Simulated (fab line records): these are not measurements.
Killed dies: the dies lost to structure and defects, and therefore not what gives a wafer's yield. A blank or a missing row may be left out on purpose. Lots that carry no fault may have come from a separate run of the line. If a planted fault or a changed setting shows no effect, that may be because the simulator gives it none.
Chamber matching + flow nand-harc + 4 sister chambers for NHARC_A_BLC_ALD_23 on ald-metal-02
The step deposits TiN, target thk 3 nm, pulse time 1 s, ald cycles 150. 16 wafers are shown with their chamber, then 8 later ones without.

== EACH WAFER AND ITS CHAMBER ==
| wafer  | chamber | heater-power-outer-w (W) | heater-power-w (W) | precursor-pulse-height-rel |
|--------|---------|--------------------------|--------------------|----------------------------|
| L078.1 | 3       | 675                      | 914                | 1.006                      |
| L078.3 | 0       | 637                      | 1018               | 1.011                      |
| L078.6 | 2       | 635                      | 1046               | 1.001                      |
| L081.2 | 0       | 653                      | 1050               | 0.991                      |
| L081.3 | 2       | 640                      | 1056               | 1.002                      |
| L081.6 | 3       | 657                      | 889                | 0.997                      |
| L083.3 | 1       | 807                      | 1150               | 0.992                      |
| L083.4 | 0       | 658                      | 1018               | 0.992                      |
| L083.6 | 1       | 825                      | 1114               | 1.006                      |
| L085.2 | 3       | 723                      | 971                | 1.033                      |
| L085.5 | 1       | 770                      | 1101               | 0.985                      |
| L085.6 | 2       | 659                      | 1066               | 1.021                      |
| L088.2 | 3       | 706                      | 971                | 1.028                      |
| L088.3 | 0       | 649                      | 1036               | 0.980                      |
| L088.6 | 2       | 645                      | 1053               | 0.960                      |
| L091.1 | 1       | 751                      | 1064               | 1.026                      |

SIGNATURES (means of the wafers above)
| reading                    | chamber 0 | chamber 1 | chamber 2 | chamber 3 | scatter within a chamber |
|----------------------------|-----------|-----------|-----------|-----------|--------------------------|
| heater-power-outer-w       | 649.25    | 788.25    | 644.75    | 690.25    | 23.5                     |
| heater-power-w             | 1030.50   | 1107.25   | 1055.25   | 936.25    | 28.7                     |
| precursor-pulse-height-rel | 0.99350   | 1.00225   | 0.99600   | 1.01600   | 0.019                    |
Rule: a wafer's distance from a chamber is the root of the sum, over the readings, of the square of ((its reading less the chamber's mean) divided by the reading's scatter). The wafer belongs to the nearest chamber; if the next one is less than 2 further off, it can't be placed. The scatter: take each reading less its chamber's mean, square it, sum over the shown wafers, divide by the number of wafers less the number of chambers, and take the root.

== WAFERS WITH NO CHAMBER GIVEN ==
| wafer  | heater-power-outer-w (W) | heater-power-w (W) | precursor-pulse-height-rel |
|--------|--------------------------|--------------------|----------------------------|
| L091.5 | 771                      | 1088               | 0.995                      |
| L091.6 | 641                      | 1059               | 1.020                      |
| L093.1 | 642                      | 1055               | 1.012                      |
| L093.2 | 765                      | 1084               | 1.001                      |
| L093.5 | 692                      | 976                | 1.009                      |
| L096.2 | 652                      | 1053               | 1.039                      |
| L096.4 | 658                      | 1020               | 0.973                      |
| L096.6 | 709                      | 987                | 1.008                      |

== THE CHAMBER EACH PASSED THROUGH ==
| wafer  | from the rows above          | in truth |
|--------|------------------------------|----------|
| L091.5 | 1                            | 1        |
| L091.6 | can't be placed: 2 or 0      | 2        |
| L093.1 | can't be placed: 2 or 0      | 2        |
| L093.2 | 1                            | 1        |
| L093.5 | can't be placed: 3 or 0      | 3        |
| L096.2 | can't be placed: 2 or 0      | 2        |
| L096.4 | can't be placed: 0 or 2      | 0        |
| L096.6 | can't be placed: 3 or 0 or 2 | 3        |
2 of 8 placed correctly. These rows do not allow placing 6 (true chamber among the candidates in 6). Placed wrongly: 0.
